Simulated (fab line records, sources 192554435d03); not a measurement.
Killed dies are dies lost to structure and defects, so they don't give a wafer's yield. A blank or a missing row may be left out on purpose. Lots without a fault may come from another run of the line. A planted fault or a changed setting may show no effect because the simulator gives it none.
Chamber matching | flow n5_finfet | N5_BEOL_M3_PECVD_72 on pecvd-02: 3 sister chambers
The step deposits SiO2 from TEOS/O2, target thk 16 nm, time 18 s. 18 wafers are shown with their chamber, then 9 later ones without.

WAFERS WITH THEIR CHAMBER
wafer  | chamber | throttle_valve_pct (%) | showerhead_plenum_p_Torr (Torr) | heater_power_w (W)
L075.2 | 1       | 22.3                   | 8.84                            | 778
L075.4 | 0       | 24.5                   | 8.77                            | 599
L075.6 | 2       | 21.6                   | 8.78                            | 694
L077.1 | 2       | 21.7                   | 8.81                            | 707
L077.2 | 1       | 22.5                   | 8.84                            | 777
L077.6 | 2       | 21.6                   | 8.79                            | 704
L080.1 | 0       | 24.2                   | 8.80                            | 573
L080.5 | 2       | 21.6                   | 8.79                            | 717
L080.6 | 0       | 24.5                   | 8.78                            | 575
L082.1 | 0       | 24.2                   | 8.79                            | 698
L082.3 | 2       | 21.6                   | 8.83                            | 578
L082.5 | 1       | 22.4                   | 8.85                            | 813
L084.1 | 2       | 21.8                   | 8.80                            | 693
L084.3 | 1       | 22.2                   | 8.84                            | 803
L084.4 | 2       | 21.9                   | 8.81                            | 705
L087.1 | 0       | 24.4                   | 8.78                            | 552
L087.2 | 1       | 22.3                   | 8.84                            | 782
L087.3 | 2       | 21.6                   | 8.81                            | 638

SIGNATURES (means of the wafers above)
reading                  | chamber 0 | chamber 1 | chamber 2 | scatter within a chamber
throttle_valve_pct       | 24.360    | 22.340    | 21.675    | 0.126
showerhead_plenum_p_Torr | 8.7840    | 8.8420    | 8.8025    | 0.0125
heater_power_w           | 599.40    | 790.60    | 679.50    | 44.8
Rule: a wafer's distance from a chamber is the root of the sum, over the readings, of the square of ((its reading less the chamber's mean) divided by the reading's scatter). The wafer belongs to the nearest chamber; if the next one is less than 2 further off, it can't be placed. The scatter: the root of (the sum of the squares of (reading less its chamber's mean) over the shown wafers, divided by (wafers less chambers)).

WAFERS WITHOUT THEIR CHAMBER
wafer  | throttle_valve_pct (%) | showerhead_plenum_p_Torr (Torr) | heater_power_w (W)
L092.1 | 22.5                   | 8.86                            | 722
L092.2 | 24.5                   | 8.80                            | 611
L092.3 | 22.0                   | 8.83                            | 633
L094.2 | 22.6                   | 8.83                            | 790
L094.3 | 24.5                   | 8.80                            | 581
L094.5 | 22.4                   | 8.86                            | 767
L097.1 | 24.7                   | 8.78                            | 617
L097.3 | 21.9                   | 8.81                            | 668
L097.6 | 24.3                   | 8.79                            | 608

WHICH CHAMBER EACH WENT THROUGH
wafer  | from the rows above     | in truth
L092.1 | 1                       | 1
L092.2 | 0                       | 0
L092.3 | can't be placed: 2 or 1 | 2
L094.2 | 1                       | 1
L094.3 | 0                       | 0
L094.5 | 1                       | 1
L097.1 | 0                       | 0
L097.3 | 2                       | 2
L097.6 | 0                       | 0
Placed correctly: 8 of 9. Can't be placed from these rows: 1 (the true chamber is among the candidates in 1). Placed wrongly: 0.
